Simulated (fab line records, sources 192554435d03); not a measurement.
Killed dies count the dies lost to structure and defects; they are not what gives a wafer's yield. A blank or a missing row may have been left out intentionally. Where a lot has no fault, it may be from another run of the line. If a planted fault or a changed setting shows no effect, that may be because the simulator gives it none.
fab line records | flow n5-finfet | part 2 of 2: steps 5 to 6 of 6
record: lots: 20 wafers: 60 last-day: 19
route steps=1938 shown HKMG_FIN@433 GATE_CUT@489
lots untouched by any fault: they come from a run of this same line in which no faults occurred
start-h: hours from the record's opening day to when the first of the lot's shown wafers began | wait-h: time in hours since the lot's previous step | " repeats the value in the row above | L1.1+2: a single row standing in for several wafers | - either no value or no given start | * or withheld: withheld | < > ~ a bound
route shown NAME@n: NAME is a module with steps in the file, n the number in the route of the first one | usual: mean/standard deviation taken from wafers without a fault | same: alike in all rows | chamber/n: place in a boat | sites: each site's reading | _std_site: the values' standard deviation | _edge_site: mean of outer sites minus mean of inner sites | radius-mm: how far each site lies from the wafer's centre | mask NAME#n: copy n | behind: the last tool/chamber to shape the wafer | hold: why the lot was held/for how many hours/how that ended | device: which transistor (n, p or np) failed to switch | end of line: at the end of the route, the tests of the same wafers | a step given without rows: its recipe and nothing more | killed: dies that structure and defects cost at the first sort, which is not the same as the wafer's yield | map: dies across one wafer; x = killed, . = not, _ = none there
set.NAME: the setting as run; set.NAME@STEP: as run at that earlier step | model.NAME: the simulator's own value behind a step, which no gauge read
route steps across a sampled set of lots; one table per step, one row per wafer
services: the hour from which a tool's chamber was out of use, counted from the record's first day as start-h (under 0 if before that day), plus the number of hours and why
== steps ==
step: N5_GATE_CUT_STRIP_41
recipe: chemistry: CF4 resist: SiARC power-w: 300 bias-power-w: 75 pressure-mtorr: 50 cf4-flow-sccm: 150 rf-frequency-hz: 6e+07
usual: drypump-motor-current-A: 5.5/0.46 oes-product-au: 0.186/0.023 power-w: 299.9/0.93 rf-vpp-V: 270.9/1.4 showerhead-plenum-p-Torr: 1.78/0.062 throttle-valve-pct: 13.59/0.23
columns lot.wafer tool chamber start-h wait-h drypump-motor-current-A oes-product-au power-w rf-hours-counter-h rf-vpp-V showerhead-plenum-p-Torr throttle-valve-pct
L074.1 rie-diel-01 0 88.29 0.0 5.4 0.160 299.8 234 268.3 1.70 13.97
L074.5 " 1 " " 5.1 0.181 298.8 - 270.2 1.72 13.74
L074.6 " 0 " " 5.3 0.158 299.7 - 270.1 1.70 13.95
L075.2 rie-diel-01 3 94.62 0.0 5.6 0.158 300.7 237 272.3 1.86 13.73
L075.5 " 2 " " 5.5 0.161 300.9 - 270.7 1.76 13.75
L075.6 " 3 " " 5.6 0.160 299.1 - 272.8 1.86 13.73
L076.4 rie-diel-04 3 104.27 0.0 6.4 0.178 298.8 - 271.3 1.78 13.59
L076.5 " 3 " " 6.4 0.176 298.5 - 271.0 1.78 13.61
L076.6 " 1 " " 5.7 0.192 299.3 - 271.6 1.81 13.63
L077.1 rie-diel-04 1 110.18 0.0 5.7 0.188 300.1 119 272.2 1.81 13.64
L077.3 " 0 " " 5.3 0.228 300.5 1 271.9 1.82 13.39
L077.6 " 0 " " 5.3 0.231 299.4 - 271.5 1.82 13.40
L078.4 rie-diel-01 1 113.45 0.0 5.1 0.172 299.9 - 270.1 1.72 13.76
L078.5 " 3 " " 5.6 0.159 300.3 - 271.0 1.86 13.73
L078.6 " 0 " " 5.4 0.159 299.9 - 269.2 1.70 13.98
L079.1 rie-diel-01 0 114.76 0.0 5.4 0.156 298.6 243 267.6 1.70 13.99
L079.3 " 1 " " 5.1 0.173 300.5 133 270.1 1.72 13.74
L079.4 " 1 " " 5.1 0.183 302.1 - 271.8 1.72 13.76
L081.2 rie-diel-01 0 124.38 0.0 5.3 0.157 301.0 247 270.9 1.70 14.00
L081.3 " 3 " " 5.6 0.156 298.7 248 272.0 1.85 13.73
L081.5 " 3 " " 5.6 0.161 299.3 - 272.7 1.85 13.72
L082.2 rie-diel-04 2 129.89 0.0 4.7 0.170 301.2 192 269.9 1.69 13.47
L082.3 " 0 " " 5.3 0.228 299.3 4 269.9 1.82 13.40
L082.6 " 3 " " 6.5 0.172 298.6 - 272.0 1.78 13.61
L084.1 rie-diel-03 2 147.18 0.0 5.1 0.189 299.2 96 272.3 1.82 13.63
L084.4 " 3 " " 6.2 0.193 299.4 40 270.9 1.75 13.51
L084.6 " 3 " " 6.2 0.192 299.7 - 269.7 1.75 13.52
L086.1 rie-diel-01 3 159.85 0.0 5.6 0.224 300.1 2 270.2 1.85 13.19
L086.2 " 2 " " 5.4 0.215 299.0 16 270.8 1.76 13.24
L086.3 " 1 " " 5.1 0.170 299.7 151 271.0 1.71 13.80
L087.1 rie-diel-03 0 163.51 0.0 5.0 0.221 298.7 19 273.4 1.91 13.30
L087.2 " 2 " " 5.1 0.189 300.6 100 271.5 1.82 13.65
L087.4 " 3 " " 6.2 0.195 299.2 44 270.8 1.75 13.52
L088.1 rie-diel-01 2 169.77 0.0 5.5 0.214 299.4 20 270.6 1.76 13.26
L088.3 " 3 " " 5.6 0.216 300.6 7 272.7 1.85 13.19
L088.5 " 3 " " 5.6 0.218 299.8 - 272.2 1.85 13.20
L089.2 rie-diel-03 2 175.31 0.0 5.0 0.187 301.1 103 271.5 1.82 13.67
L089.3 " 3 " " 6.2 0.190 299.2 47 270.3 1.75 13.53
L089.6 " 0 " " 5.0 0.205 300.1 - 273.3 1.91 13.30
L090.1 rie-diel-01 1 178.36 0.0 5.1 0.169 300.4 158 268.9 1.71 13.82
L090.2 " 2 " " 5.4 0.218 299.9 22 269.9 1.76 13.25
L090.6 " 1 " " 5.1 0.173 299.8 - 270.2 1.71 13.82
L091.2 rie-diel-04 3 184.20 0.0 6.4 0.168 301.9 146 271.0 1.77 13.66
L091.3 " 2 " " 4.7 0.159 300.7 209 270.0 1.68 13.52
L091.4 " 1 " " 5.7 0.184 299.5 138 270.8 1.80 13.68
L092.2 rie-diel-04 3 192.44 0.0 6.4 0.176 299.7 148 270.8 1.77 13.66
L092.4 " 1 " " 5.7 0.185 299.6 141 271.3 1.80 13.68
L092.6 " 0 " " 5.3 0.210 300.1 - 271.2 1.82 13.47
L094.2 rie-diel-04 0 205.23 0.0 5.3 0.208 299.6 23 272.0 1.81 13.45
L094.3 " 1 " " 5.7 0.185 299.7 144 270.1 1.80 13.67
L094.5 " 1 " " 5.6 0.181 300.2 - 271.9 1.80 13.69
L095.1 rie-diel-03 3 212.07 0.0 6.2 0.190 300.8 57 269.9 1.75 13.55
L095.2 " 1 " " 5.6 0.162 301.2 208 272.0 1.79 13.94
L095.4 " 2 " " 5.1 0.188 299.6 113 271.4 1.82 13.68
L096.1 rie-diel-01 3 216.12 0.0 5.6 0.211 300.6 20 271.6 1.85 13.22
L096.3 " 0 " " 5.3 0.214 299.8 10 273.4 1.90 13.44
L096.5 " 1 " " 5.1 0.174 299.3 - 270.7 1.71 13.86
L097.1 rie-diel-01 2 222.47 0.0 5.4 0.217 298.4 35 269.7 1.75 13.28
L097.4 " 0 " " 5.3 0.223 300.5 12 271.7 1.90 13.44
L097.5 " 1 " " 5.1 0.172 300.1 - 268.4 1.71 13.85
step: N5_GATE_CUT_STRIP_42
recipe: chemistry: O2 power-w: 400 temp-c: 40 pressure-mtorr: 30 rf-frequency-hz: 6e+07 bias-power-w: 0 overash-fraction: 0.3 o2-flow-sccm: 225
usual: drypump-motor-current-A: 5.5/0.46 oes-product-au: 0.81/0.099 rf-vpp-V: 3.6/0.47 showerhead-plenum-p-Torr: 2.08/0.071 throttle-valve-pct: 16.69/0.21
columns lot.wafer tool chamber start-h wait-h drypump-motor-current-A oes-product-au rf-hours-counter-h rf-vpp-V showerhead-plenum-p-Torr throttle-valve-pct
L074.1 rie-diel-01 0 88.31 0.0 5.4 0.70 234 3.3 1.99 17.07
L074.5 " 1 " " 5.1 0.78 - 3.4 2.01 16.86
L074.6 " 0 " " 5.4 0.70 - 3.1 1.99 17.04
L075.2 rie-diel-01 3 94.64 0.0 5.6 0.68 237 3.5 2.17 16.74
L075.5 " 2 " " 5.5 0.68 - 2.9 2.06 16.80
L075.6 " 3 " " 5.6 0.69 - 3.2 2.17 16.73
L076.4 rie-diel-04 3 104.31 0.0 6.4 0.78 - 4.0 2.08 16.71
L076.5 " 3 " " 6.4 0.78 - 3.9 2.08 16.71
L076.6 " 1 " " 5.6 0.82 - 3.0 2.11 16.71
L077.1 rie-diel-04 1 110.20 0.0 5.7 0.82 119 4.2 2.11 16.73
L077.3 " 0 " " 5.3 0.99 1 3.4 2.11 16.45
L077.6 " 0 " " 5.3 0.99 - 3.2 2.11 16.47
L078.4 rie-diel-01 1 113.48 0.0 5.1 0.76 - 3.6 2.00 16.90
L078.5 " 3 " " 5.6 0.68 - 3.2 2.17 16.74
L078.6 " 0 " " 5.4 0.69 - 4.5 1.98 17.07
L079.1 rie-diel-01 0 114.78 0.0 5.3 0.69 243 4.0 1.98 17.07
L079.3 " 1 " " 5.1 0.77 133 2.9 2.00 16.89
L079.4 " 1 " " 5.1 0.76 - 4.1 2.00 16.89
L081.2 rie-diel-01 0 124.40 0.0 5.4 0.69 247 3.7 1.98 17.06
L081.3 " 3 " " 5.6 0.68 248 2.8 2.17 16.77
L081.5 " 3 " " 5.6 0.67 - 3.4 2.17 16.76
L082.2 rie-diel-04 2 129.91 0.0 4.8 0.72 192 2.8 1.99 16.64
L082.3 " 0 " " 5.3 0.95 4 3.8 2.11 16.46
L082.6 " 3 " " 6.4 0.77 - 3.2 2.08 16.75
L084.1 rie-diel-03 2 147.20 0.0 5.1 0.81 96 3.4 2.10 16.61
L084.4 " 3 " " 6.2 0.84 40 3.6 2.04 16.65
L084.6 " 3 " " 6.2 0.84 - 4.6 2.04 16.64
L086.1 rie-diel-01 3 159.87 0.0 5.6 0.99 2 4.0 2.17 16.30
L086.2 " 2 " " 5.4 0.95 16 4.1 2.06 16.41
L086.3 " 1 " " 5.1 0.75 151 2.9 2.00 16.91
L087.1 rie-diel-03 0 163.53 0.0 4.9 0.94 19 3.2 2.22 16.37
L087.2 " 2 " " 5.1 0.81 100 3.6 2.10 16.61
L087.4 " 3 " " 6.2 0.83 44 3.5 2.04 16.65
L088.1 rie-diel-01 2 169.79 0.0 5.4 0.93 20 3.8 2.06 16.43
L088.3 " 3 " " 5.6 0.95 7 3.5 2.17 16.33
L088.5 " 3 " " 5.6 0.95 - 4.2 2.17 16.31
L089.2 rie-diel-03 2 175.33 0.0 5.1 0.81 103 3.4 2.10 16.61
L089.3 " 3 " " 6.2 0.83 47 3.0 2.04 16.64
L089.6 " 0 " " 5.0 0.93 - 3.0 2.22 16.37
L090.1 rie-diel-01 1 178.38 0.0 5.1 0.73 158 4.1 1.99 16.93
L090.2 " 2 " " 5.5 0.92 22 4.1 2.06 16.42
L090.6 " 1 " " 5.1 0.74 - 3.3 1.99 16.93
L091.2 rie-diel-04 3 184.22 0.0 6.4 0.75 146 3.2 2.08 16.75
L091.3 " 2 " " 4.7 0.71 209 4.7 1.99 16.66
L091.4 " 1 " " 5.7 0.80 138 3.9 2.10 16.75
L092.2 rie-diel-04 3 192.46 0.0 6.4 0.75 149 3.5 2.07 16.76
L092.4 " 1 " " 5.7 0.79 141 4.4 2.10 16.77
L092.6 " 0 " " 5.3 0.92 - 4.3 2.11 16.48
L094.2 rie-diel-04 0 205.25 0.0 5.3 0.90 23 4.1 2.11 16.51
L094.3 " 1 " " 5.6 0.79 144 3.5 2.10 16.77
L094.5 " 1 " " 5.6 0.79 - 4.0 2.10 16.76
L095.1 rie-diel-03 3 212.09 0.0 6.2 0.82 57 4.0 2.04 16.66
L095.2 " 1 " " 5.6 0.71 208 4.1 2.09 17.01
L095.4 " 2 " " 5.1 0.80 113 3.5 2.10 16.66
L096.1 rie-diel-01 3 216.14 0.0 5.6 0.92 20 3.7 2.16 16.34
L096.3 " 0 " " 5.4 0.96 10 3.4 2.24 16.62
L096.5 " 1 " " 5.1 0.74 - 3.3 1.99 16.95
L097.1 rie-diel-01 2 222.49 0.0 5.5 0.89 35 2.9 2.05 16.47
L097.4 " 0 " " 5.4 0.96 12 3.6 2.24 16.62
L097.5 " 1 " " 5.1 0.73 - 3.8 1.99 16.96
== services ==
columns tool chamber start-h hours kind
rie-diel-03 0 55.84 5.4 repair
rie-diel-06 3 89.22 5.0 repair
rie-diel-04 0 93.96 - clean
rie-diel-04 2 96.27 15.7 repair
rie-diel-01 2 99.32 - clean
rie-diel-01 2 99.32 - consumable-replace:focus-ring
rie-diel-01 2 99.32 21.5 scheduled-down
rie-diel-01 2 99.32 21.5 vent-cycle
rie-diel-05 1 121.32 1.8 repair
rie-diel-01 3 128.89 - clean
rie-diel-01 3 128.89 - consumable-replace:focus-ring
rie-diel-01 3 128.89 24.4 scheduled-down
rie-diel-01 3 128.89 24.4 vent-cycle
rie-diel-04 - 136.35 1.1 repair
rie-diel-04 0 152.81 8.1 repair
rie-diel-01 0 153.30 - clean
rie-diel-01 0 153.30 - consumable-replace:focus-ring
rie-diel-01 0 153.30 - consumable-replace:showerhead
rie-diel-01 0 153.30 29.5 scheduled-down
rie-diel-01 0 153.30 29.5 vent-cycle
rie-diel-04 - 167.56 0.5 repair
rie-diel-06 1 173.12 2.4 repair
rie-diel-06 0 174.16 8.3 repair
rie-diel-05 3 211.18 8.2 repair
